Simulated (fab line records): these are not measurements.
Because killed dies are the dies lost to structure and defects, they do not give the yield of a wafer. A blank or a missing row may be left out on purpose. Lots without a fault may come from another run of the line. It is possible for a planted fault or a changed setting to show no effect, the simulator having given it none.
fab line records ; flow n5_finfet
record: lots: 10; wafers: 30; last_day: 17
route steps=1938 shown BEOL_M4@1099 BEOL_M5@1112 PASSIVATION@1936
lots that met no fault: taken from a fault-free run of the same line
start_h: hours from the record's first day to the start of the lot's first wafer shown ; wait_h: how many hours have passed since the lot's step before this one ; " as in the row above ; L1.1+2: a row that stands for several wafers ; - no value, or no start given ; * or withheld: withheld ; < > ~ a bound
route shown NAME@n: NAME is a module with steps in the file, n the number in the route of the first one ; usual: mean/standard deviation of fault-free wafers ; same: alike in all rows ; chamber/n: place in a boat ; sites: each site's reading ; _std_site: the standard deviation of these ; _edge_site: outer sites' mean less inner sites' ; radius_mm: how far each site lies from the wafer's centre ; mask NAME#n: copy n ; behind: the most recent tool/chamber to have shaped the wafer ; hold: why the lot went on hold/how many hours it stayed there/how the hold came to an end ; device: whichever transistor did not switch (one of n, p or np) ; end of line: tests run on the same wafers once the route is complete ; where a step has no rows: the recipe by itself ; killed: count of dies lost to structure and defects at first sort (not the wafer's yield) ; map: dies across one wafer; x = killed, . = not, _ = none there
set.NAME: the setting that was run; set.NAME@STEP: the one run at that earlier step ; model.NAME: the simulator's own value behind a step, which no gauge read
a sample of lots followed through the steps of the route, with each step as a table and each wafer as a row
services: when a tool's chamber went out of use (start_h, in hours from the record's first day, below 0 if earlier), for how many hours, and the reason
== steps ==
step: N5_BEOL_M4_ANNEAL_95
recipe: temp_c: 400; time_s: 240; ambient: vacuum
usual: heater_power_w: 820/60; susceptor_temp_C_max: 400.9/0.44
lot.wafer;tool;chamber;start_h;wait_h;heater_power_w;susceptor_temp_C_max
L351.1;pvd_sputter-02;-;156.53;0.0;827;400.7
L351.3;pvd_sputter-02;-;156.53;0.0;854;400.7
L351.5;pvd_sputter-02;-;156.53;0.0;859;400.2
L354.1;pvd_sputter-02;-;173.32;0.0;812;400.0
L354.4;pvd_sputter-02;-;173.32;0.0;838;400.7
L354.6;pvd_sputter-02;-;173.32;0.0;840;400.6
L353.1;pvd_sputter-03;-;193.51;0.0;710;401.3
L353.4;pvd_sputter-03;-;193.51;0.0;849;401.5
L353.5;pvd_sputter-03;-;193.51;0.0;856;401.8
L356.2;pvd_sputter-02;-;204.24;0.0;864;400.1
L356.3;pvd_sputter-02;-;204.24;0.0;846;400.3
L356.5;pvd_sputter-02;-;204.24;0.0;855;400.3
L361.1;pvd_sputter-02;-;229.27;0.0;810;400.4
L361.3;pvd_sputter-02;-;229.27;0.0;856;400.2
L361.5;pvd_sputter-02;-;229.27;0.0;861;400.7
L359.3;pvd_sputter-03;-;232.17;0.0;803;400.7
L359.4;pvd_sputter-03;-;232.17;0.0;835;401.2
L359.5;pvd_sputter-03;-;232.17;0.0;719;401.0
L371.2;pvd_sputter-02;-;284.93;0.0;870;400.7
L371.3;pvd_sputter-02;-;284.93;0.0;823;401.1
L371.5;pvd_sputter-02;-;284.93;0.0;808;400.3
L372.2;pvd_sputter-01;-;298.60;0.0;657;400.9
L372.4;pvd_sputter-01;-;298.60;0.0;801;400.7
L372.6;pvd_sputter-01;-;298.60;0.0;662;401.0
L373.1;pvd_sputter-03;-;301.55;0.0;861;401.3
L373.2;pvd_sputter-03;-;301.55;0.0;703;401.0
L373.6;pvd_sputter-03;-;301.55;0.0;764;400.1
L374.1;pvd_sputter-02;-;305.29;0.0;883;400.4
L374.2;pvd_sputter-02;-;305.29;0.0;806;400.6
L374.4;pvd_sputter-02;-;305.29;0.0;864;400.4
step: N5_BEOL_M4_ANNEAL_51
recipe: temp_c: 225; time_s: 90; ambient: N2
usual: wafer_temp_C_max: 226.0/0.36
lot.wafer;tool;chamber;start_h;wait_h;wafer_temp_C_max
L351.1;rtp_anneal-01;0;156.97;0.2;226.3
L351.3;rtp_anneal-01;0;156.97;0.2;226.1
L351.5;rtp_anneal-01;0;156.97;0.2;226.4
L354.1;rtp_anneal-01;0;173.65;0.1;226.4
L354.4;rtp_anneal-01;0;173.65;0.1;226.4
L354.6;rtp_anneal-01;0;173.65;0.1;226.0
L353.1;rtp_anneal-02;0;193.85;0.1;225.8
L353.4;rtp_anneal-02;0;193.85;0.1;226.2
L353.5;rtp_anneal-02;0;193.85;0.1;226.1
L356.2;rtp_anneal-01;0;204.62;0.1;226.8
L356.3;rtp_anneal-01;0;204.62;0.1;226.6
L356.5;rtp_anneal-01;0;204.62;0.1;226.6
L361.1;rtp_anneal-01;0;229.62;0.1;225.9
L361.3;rtp_anneal-01;0;229.62;0.1;226.3
L361.5;rtp_anneal-01;0;229.62;0.1;225.7
L359.3;rtp_anneal-02;0;232.89;0.4;225.6
L359.4;rtp_anneal-02;0;232.89;0.4;225.4
L359.5;rtp_anneal-02;0;232.89;0.4;225.7
L371.2;rtp_anneal-02;0;285.31;0.1;226.0
L371.3;rtp_anneal-02;0;285.31;0.1;225.6
L371.5;rtp_anneal-02;0;285.31;0.1;225.9
L372.2;rtp_anneal-02;0;299.07;0.2;225.8
L372.4;rtp_anneal-02;0;299.07;0.2;225.6
L372.6;rtp_anneal-02;0;299.07;0.2;225.9
L373.1;rtp_anneal-01;0;301.89;0.1;226.4
L373.2;rtp_anneal-01;0;301.89;0.1;226.6
L373.6;rtp_anneal-01;0;301.89;0.1;226.6
L374.1;rtp_anneal-02;0;306.27;0.7;225.7
L374.2;rtp_anneal-02;0;306.27;0.7;226.2
L374.4;rtp_anneal-02;0;306.27;0.7;225.7
step: N5_BEOL_M4_DEP_57
recipe: material: SiCN; target_thk_a: 80; temp_c: withheld; precursor: 3MS/NH3; pressure_torr: 3; rf_w: 202; time_s: 14
usual: showerhead_plenum_p_Torr: 3.664/0.0088; showerhead_vpp_V: 879/32; throttle_valve_pct: 9.0/0.37
lot.wafer;tool;chamber;start_h;wait_h;showerhead_plenum_p_Torr;showerhead_vpp_V;throttle_valve_pct
L351.1;pecvd-01;0;157.95;0.0;3.672;913;9.0
L351.3;pecvd-01;2;157.95;0.0;3.670;870;9.2
L351.5;pecvd-01;2;157.95;0.0;3.667;867;8.8
L354.1;pecvd-03;0;174.46;0.0;3.669;909;9.0
L354.4;pecvd-03;0;174.46;0.0;3.661;904;8.8
L354.6;pecvd-03;1;174.46;0.0;3.657;895;8.8
L353.1;pecvd-01;2;194.63;0.0;3.678;872;8.7
L353.4;pecvd-01;0;194.63;0.0;3.677;900;8.9
L353.5;pecvd-01;1;194.63;0.0;3.660;905;9.0
L356.2;pecvd-04;1;205.38;0.0;3.654;896;9.7
L356.3;pecvd-04;1;205.38;0.0;3.653;889;9.7
L356.5;pecvd-04;1;205.38;0.0;3.663;891;9.4
L361.1;pecvd-01;2;230.41;0.0;3.667;860;9.0
L361.3;pecvd-01;0;230.41;0.0;3.666;917;9.2
L361.5;pecvd-01;0;230.41;0.0;3.657;915;8.9
L359.3;pecvd-03;0;233.58;0.0;3.663;898;8.9
L359.4;pecvd-03;1;233.58;0.0;3.666;908;8.8
L359.5;pecvd-03;0;233.58;0.0;3.655;911;8.7
L371.2;pecvd-03;2;286.05;0.0;3.644;797;8.7
L371.3;pecvd-03;1;286.05;0.0;3.653;903;8.5
L371.5;pecvd-03;2;286.05;0.0;3.660;788;8.8
L372.2;pecvd-04;1;299.92;0.0;3.664;903;9.8
L372.4;pecvd-04;2;299.92;0.0;3.678;888;8.5
L372.6;pecvd-04;1;299.92;0.0;3.653;899;9.9
L373.1;pecvd-01;1;302.67;0.0;3.662;907;9.4
L373.2;pecvd-01;0;302.67;0.0;3.672;906;9.1
L373.6;pecvd-01;1;302.67;0.0;3.669;887;9.1
L374.1;pecvd-04;2;307.06;0.0;3.675;867;8.5
L374.2;pecvd-04;1;307.06;0.0;3.661;897;9.5
L374.4;pecvd-04;1;307.06;0.0;3.667;892;9.6
step: N5_BEOL_M5_ILD_DEP_00
recipe: material: SiCOH_lowk; target_thk_a: 1406.4; temp_c: 300; precursor: DEMS/porogen; pressure_torr: 5; rf_w: 500; time_s: 25.9
usual: heater_power_w: 262/44; showerhead_plenum_p_Torr: 5.738/0.016; showerhead_vpp_V: 1391/52; throttle_valve_pct: 13.7/0.54
lot.wafer;tool;chamber;start_h;wait_h;heater_power_w;showerhead_plenum_p_Torr;showerhead_vpp_V;throttle_valve_pct
L351.1;pecvd-02;0;159.06;0.8;311;5.728;1399;14.7
L351.3;pecvd-02;2;159.06;0.8;298;5.752;1345;12.6
L351.5;pecvd-02;0;159.06;0.8;296;5.713;1394;14.6
L354.1;pecvd-03;1;175.56;0.8;204;5.721;1411;13.3
L354.4;pecvd-03;1;175.56;0.8;208;5.732;1398;13.6
L354.6;pecvd-03;0;175.56;0.8;322;5.722;1436;13.5
L353.1;pecvd-02;2;195.71;0.8;312;5.740;1373;12.7
L353.4;pecvd-02;1;195.71;0.8;310;5.764;1431;14.1
L353.5;pecvd-02;0;195.71;0.8;263;5.723;1393;14.5
L356.2;pecvd-03;0;206.48;0.7;299;5.730;1400;13.3
L356.3;pecvd-03;2;206.48;0.7;320;5.723;1233;13.3
L356.5;pecvd-03;1;206.48;0.7;232;5.733;1419;13.4
L361.1;pecvd-02;1;231.49;0.8;333;5.760;1392;14.2
L361.3;pecvd-02;2;231.49;0.8;269;5.745;1360;12.6
L361.5;pecvd-02;1;231.49;0.8;253;5.748;1447;14.2
L359.3;pecvd-03;0;234.66;0.5;316;5.752;1434;13.1
L359.4;pecvd-03;0;234.66;0.5;319;5.734;1407;13.5
L359.5;pecvd-03;2;234.66;0.5;310;5.716;1263;13.3
L371.2;pecvd-03;1;287.13;0.7;231;5.736;1410;13.3
L371.3;pecvd-03;2;287.13;0.7;288;5.733;1251;13.2
L371.5;pecvd-03;1;287.13;0.7;242;5.750;1415;13.2
L372.2;pecvd-03;2;301.00;0.7;320;5.727;1262;13.6
L372.4;pecvd-03;0;301.00;0.7;311;5.734;1385;13.6
L372.6;pecvd-03;2;301.00;0.7;309;5.723;1276;13.6
L373.1;pecvd-01;1;303.75;0.8;185;5.753;1400;13.8
L373.2;pecvd-01;2;303.75;0.8;197;5.748;1390;13.7
L373.6;pecvd-01;0;303.75;0.8;223;5.746;1420;14.0
L374.1;pecvd-02;0;308.14;0.8;244;5.708;1375;14.8
L374.2;pecvd-02;1;308.14;0.8;278;5.747;1427;14.1
L374.4;pecvd-02;0;308.14;0.8;247;5.704;1399;14.7
step: N5_BEOL_M5_INSPECT_13
recipe: mode: adi; inspect_instrument: brightfield
usual: raw_defect_count: 412/98
lot.wafer;tool;chamber;start_h;wait_h;raw_defect_count
L351.1;defect_inspect-01;-;160.29;0.1;391
L351.3;defect_inspect-01;-;160.29;0.1;417
L351.5;defect_inspect-01;-;160.29;0.1;470
L354.1;defect_inspect-01;-;177.07;0.1;350
L354.4;defect_inspect-01;-;177.07;0.1;412
L354.6;defect_inspect-01;-;177.07;0.1;366
L353.1;defect_inspect-02;-;196.98;0.1;310
L353.4;defect_inspect-02;-;196.98;0.1;389
L353.5;defect_inspect-02;-;196.98;0.1;413
L356.2;defect_inspect-02;-;208.43;0.0;289
L356.3;defect_inspect-02;-;208.43;0.0;255
L356.5;defect_inspect-02;-;208.43;0.0;255
L361.1;defect_inspect-01;-;233.29;0.1;589
L361.3;defect_inspect-01;-;233.29;0.1;507
L361.5;defect_inspect-01;-;233.29;0.1;605
L359.3;defect_inspect-01;-;236.96;0.0;555
L359.4;defect_inspect-01;-;236.96;0.0;380
L359.5;defect_inspect-01;-;236.96;0.0;369
L371.2;defect_inspect-01;-;289.66;0.0;722
L371.3;defect_inspect-01;-;289.66;0.0;858
L371.5;defect_inspect-01;-;289.66;0.0;757
L372.2;defect_inspect-01;-;302.79;0.0;770
L372.4;defect_inspect-01;-;302.79;0.0;768
L372.6;defect_inspect-01;-;302.79;0.0;664
L373.1;defect_inspect-01;-;306.26;0.1;279
L373.2;defect_inspect-01;-;306.26;0.1;295
L373.6;defect_inspect-01;-;306.26;0.1;312
L374.1;defect_inspect-01;-;310.20;0.1;413
L374.2;defect_inspect-01;-;310.20;0.1;338
L374.4;defect_inspect-01;-;310.20;0.1;381
step: N5_BEOL_M5_INSPECT_30
recipe: mode: adi; inspect_instrument: brightfield
usual: raw_defect_count: 413/95
lot.wafer;tool;chamber;start_h;wait_h;raw_defect_count
L351.1;defect_inspect-01;-;161.15;0.1;382
L351.3;defect_inspect-01;-;161.15;0.1;418
L351.5;defect_inspect-01;-;161.15;0.1;500
L354.1;defect_inspect-01;-;177.94;0.1;364
L354.4;defect_inspect-01;-;177.94;0.1;417
L354.6;defect_inspect-01;-;177.94;0.1;383
L353.1;defect_inspect-02;-;198.76;0.1;319
L353.4;defect_inspect-02;-;198.76;0.1;389
L353.5;defect_inspect-02;-;198.76;0.1;429
L356.2;defect_inspect-01;-;210.49;0.0;313
L356.3;defect_inspect-01;-;210.49;0.0;270
L356.5;defect_inspect-01;-;210.49;0.0;264
L361.1;defect_inspect-01;-;235.80;0.1;578
L361.3;defect_inspect-01;-;235.80;0.1;507
L361.5;defect_inspect-01;-;235.80;0.1;592
L359.3;defect_inspect-02;-;240.44;0.0;525
L359.4;defect_inspect-02;-;240.44;0.0;341
L359.5;defect_inspect-02;-;240.44;0.0;319
L371.2;defect_inspect-01;-;291.70;0.2;701
L371.3;defect_inspect-01;-;291.70;0.2;865
L371.5;defect_inspect-01;-;291.70;0.2;760
L372.2;defect_inspect-01;-;304.81;0.0;804
L372.4;defect_inspect-01;-;304.81;0.0;755
L372.6;defect_inspect-01;-;304.81;0.0;629
L373.1;defect_inspect-02;-;308.74;0.1;271
L373.2;defect_inspect-02;-;308.74;0.1;296
L373.6;defect_inspect-02;-;308.74;0.1;298
L374.1;defect_inspect-02;-;311.67;0.1;373
L374.2;defect_inspect-02;-;311.67;0.1;322
L374.4;defect_inspect-02;-;311.67;0.1;355
step: N5_PASSIVATION_PROBE_49
usual: defect_limited_yield: 91.2/1.5; killed_at_M0_to_M3: 35/11; killed_at_M4_up: 13/5.6; killed_at_contacts: 13/6.3; killed_at_front_end: 38/12; killed_at_other: 3.7/2.9; killed_dies: 104/18; killed_on_rim: 14/3.8; killed_open: 69/13; killed_short: 34/8.3; sort_bin_5_function: 5.2/0.95; sort_bin_6_memory: 3.3/0.68; sort_n_pass: 1076/18; sort_yield_pct: 91.2/1.5
same: gross_dies: 1180; killed_at_back_side: 0; sort_bin_4_leakage[%]: 0; sort_bin_8_speed[%]: 0
lot.wafer;tool;chamber;start_h;wait_h;defect_limited_yield[%];killed_at_M0_to_M3;killed_at_M4_up;killed_at_contacts;killed_at_front_end;killed_at_other;killed_dies;killed_on_rim;killed_open;killed_short;sort_bin_5_function[%];sort_bin_6_memory[%];sort_n_pass;sort_yield_pct[%]
L359.3;prober-01;-;333.66;0.1;91.3;28;14;7;50;4;103;11;68;33;5.8;2.8;1077;91.3
L359.4;prober-01;-;333.71;0.2;89.5;39;10;24;43;8;124;15;85;39;5.8;4.5;1056;89.5
L359.5;prober-01;-;333.76;0.2;91.6;23;18;14;40;4;99;14;68;29;4.7;3.5;1081;91.6
L361.1;prober-01;-;337.84;0.0;92.2;38;15;12;26;1;92;8;66;25;4.3;3.3;1088;92.2
L361.3;prober-01;-;337.94;0.1;91.4;27;17;9;47;1;101;12;69;29;4.7;3.7;1079;91.4
L361.5;prober-01;-;338.04;0.2;88.7;54;14;18;43;4;133;16;79;50;7.0;3.6;1047;88.7
L371.2;prober-02;-;397.98;0.6;82.7;43;86;13;61;1;204;30;71;56;11.8;4.2;976;82.7
L371.3;prober-02;-;398.03;0.7;82.9;33;97;11;61;0;202;21;68;41;10.5;4.7;978;82.9
L371.5;prober-02;-;398.13;0.8;85.2;30;90;12;40;3;175;30;62;34;9.8;3.6;1005;85.2
L372.2;prober-01;-;409.89;0.1;81.9;44;105;17;47;0;213;28;82;32;11.8;4.5;967;81.9
L372.4;prober-01;-;409.99;0.2;89.0;36;38;13;37;6;130;28;67;33;6.9;3.4;1050;89.0
L372.6;prober-01;-;410.09;0.3;84.0;25;108;14;40;2;189;24;64;29;9.4;4.3;991;84.0
killed by level:class
L359.3 FIN_SAQP:geometric_particle:open=21 FIN_SAQP:geometric_particle:short=11 BEOL_M0_SAQP:geometric_particle:open=10 BEOL_M4:geometric_particle:open=7 BEOL_M0_SAQP:geometric_particle:short=5 BEOL_M1:geometric_particle:open=5 BEOL_M1:geometric_particle:short=4 MOL_CONTACT_COAG:geometric_particle:short=3
L359.4 MOL_CONTACT_COAG:geometric_particle:open=19 BEOL_M0_SAQP:geometric_particle:open=14 FIN_SAQP:geometric_particle:open=13 BEOL_M0_SAQP:geometric_particle:short=11 DUMMY_GATE:geometric_particle:open=9 BEOL_M1:geometric_particle:open=9 FIN_SAQP:geometric_particle:short=6 MOL_CONTACT_COAG:geometric_particle:short=5
L359.5 FIN_SAQP:geometric_particle:open=12 MOL_CONTACT_COAG:geometric_particle:open=11 FIN_SAQP:geometric_particle:short=7 DUMMY_GATE:geometric_particle:open=7 BEOL_M3:geometric_particle:open=6 BEOL_M4:geometric_particle:open=6 BEOL_M0_SAQP:geometric_particle:short=5 BEOL_M1:geometric_particle:open=5
L361.1 BEOL_M0_SAQP:geometric_particle:short=11 STI_FIN_REVEAL:geometric_particle:open=10 MOL_CONTACT_COAG:geometric_particle:open=10 BEOL_M4:geometric_particle:open=10 BEOL_M0_SAQP:geometric_particle:open=9 BEOL_M2:geometric_particle:open=7 BEOL_M3:geometric_particle:open=4 FIN_SAQP:geometric_particle:short=3
L361.3 STI_FIN_REVEAL:geometric_particle:open=10 FIN_SAQP:geometric_particle:open=9 MOL_CONTACT_COAG:geometric_particle:open=8 BEOL_M0_SAQP:geometric_particle:short=7 BEOL_M0_SAQP:geometric_particle:open=6 BEOL_M4:geometric_particle:open=6 BEOL_M2:geometric_particle:open=5 FIN_SAQP:geometric_particle:short=4
L361.5 BEOL_M0_SAQP:geometric_particle:open=24 BEOL_M0_SAQP:geometric_particle:short=20 MOL_CONTACT_COAG:geometric_particle:open=14 STI_FIN_REVEAL:geometric_particle:open=8 FIN_SAQP:geometric_particle:short=7 FIN_SAQP:geometric_particle:open=6 GATE_CUT:geometric_particle:short=5 FIN_CUT:geometric_particle:short=3
L371.2 BEOL_M5:unspecified=77 FIN_SAQP:geometric_particle:short=17 FIN_SAQP:geometric_particle:open=15 STI_FIN_REVEAL:geometric_particle:open=12 BEOL_M0_SAQP:geometric_particle:short=12 BEOL_M0_SAQP:geometric_particle:open=11 MOL_CONTACT_COAG:geometric_particle:open=10 BEOL_M4:geometric_particle:open=7
L371.3 BEOL_M5:unspecified=92 FIN_SAQP:geometric_particle:short=20 FIN_SAQP:geometric_particle:open=17 STI_FIN_REVEAL:geometric_particle:open=14 BEOL_M0_SAQP:geometric_particle:short=12 MOL_CONTACT_COAG:geometric_particle:open=9 BEOL_M0_SAQP:geometric_particle:open=9 BEOL_M3:geometric_particle:open=4
L371.5 BEOL_M5:unspecified=79 STI_FIN_REVEAL:geometric_particle:open=13 MOL_CONTACT_COAG:geometric_particle:open=12 BEOL_M0_SAQP:geometric_particle:short=9 BEOL_M0_SAQP:geometric_particle:open=7 FIN_SAQP:geometric_particle:short=6 BEOL_M4:geometric_particle:open=6 FIN_SAQP:geometric_particle:open=4
L372.2 BEOL_M5:unspecified=95 MOL_CONTACT_COAG:geometric_particle:open=13 FIN_SAQP:geometric_particle:open=10 STI_FIN_REVEAL:geometric_particle:open=10 BEOL_M0_SAQP:geometric_particle:open=10 BEOL_M0:geometric_particle:open=7 BEOL_M2:geometric_particle:open=7 BEOL_M0_SAQP:geometric_particle:short=6
L372.4 BEOL_M5:unspecified=26 MOL_CONTACT_COAG:geometric_particle:open=12 FIN_SAQP:geometric_particle:open=9 FIN_SAQP:geometric_particle:short=8 BEOL_M0_SAQP:geometric_particle:open=8 BEOL_M3:geometric_particle:open=6 BEOL_M0_SAQP:geometric_particle:short=5 BEOL_M1:geometric_particle:open=5
L372.6 BEOL_M5:unspecified=94 FIN_SAQP:geometric_particle:open=11 MOL_CONTACT_COAG:geometric_particle:open=9 FIN_SAQP:geometric_particle:short=8 STI_FIN_REVEAL:geometric_particle:open=7 BEOL_M1:geometric_particle:open=7 BEOL_M3:geometric_particle:open=6 GATE_CUT:geometric_particle:short=5
== services ==
tool;chamber;start_h;hours;kind
pecvd-02;1;133.74;5.5;scheduled_down
pecvd-04;0;140.44;5.5;scheduled_down
pecvd-04;-;140.80;0.6;repair
pecvd-01;1;157.75;2.1;scheduled_down
pecvd-03;2;166.60;19.3;repair
pecvd-01;-;168.36;5.5;pm
pecvd-04;-;172.05;0.9;repair
pecvd-04;2;202.38;-;clean
pecvd-04;2;202.38;-;consumable_replace:showerhead
pecvd-04;2;202.38;29.0;scheduled_down
pecvd-04;2;202.38;29.0;vent_cycle
pecvd-01;0;209.19;2.1;scheduled_down
pecvd-01;0;233.76;9.1;repair
pecvd-02;1;242.54;2.1;repair
pecvd-03;-;263.84;1.6;repair
pecvd-02;-;266.62;1.8;repair
rtp_anneal-01;-;304.29;6.2;pm
pecvd-02;2;307.08;5.5;scheduled_down
pecvd-03;-;307.52;3.1;repair
== key ==
first_sign: step: N5_BEOL_M5_INSPECT_13; reading: raw_defect_count; direction: up; sigmas: 3.5; usual: 412; struck: 756
effect: step: N5_BEOL_M5_INSPECT_30; reading: raw_defect_count; direction: up; sigmas: 3.6; usual: 413; struck: 752
effect: step: N5_PASSIVATION_PROBE_49; reading: killed_at_M4_up; direction: up; sigmas: 13; usual: 13; struck: 87
more_kills_born_at: N5_BEOL_M5_ILD_DEP_00@pecvd-03: 463
met_at N5_BEOL_M5_ILD_DEP_00
struck_lots L371,L372
not_acting_at N5_BEOL_M4_ANNEAL_95,N5_BEOL_M4_ANNEAL_51,N5_BEOL_M4_DEP_57
onset_between 234.66 287.13
fault: kind: chamber_particle_source; tool: pecvd-03; chamber: -; onset_h: 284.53; steps: N5_BEOL_M5_ILD_DEP_00; rate_per_visit_cm2: 0.5094; end_h: 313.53
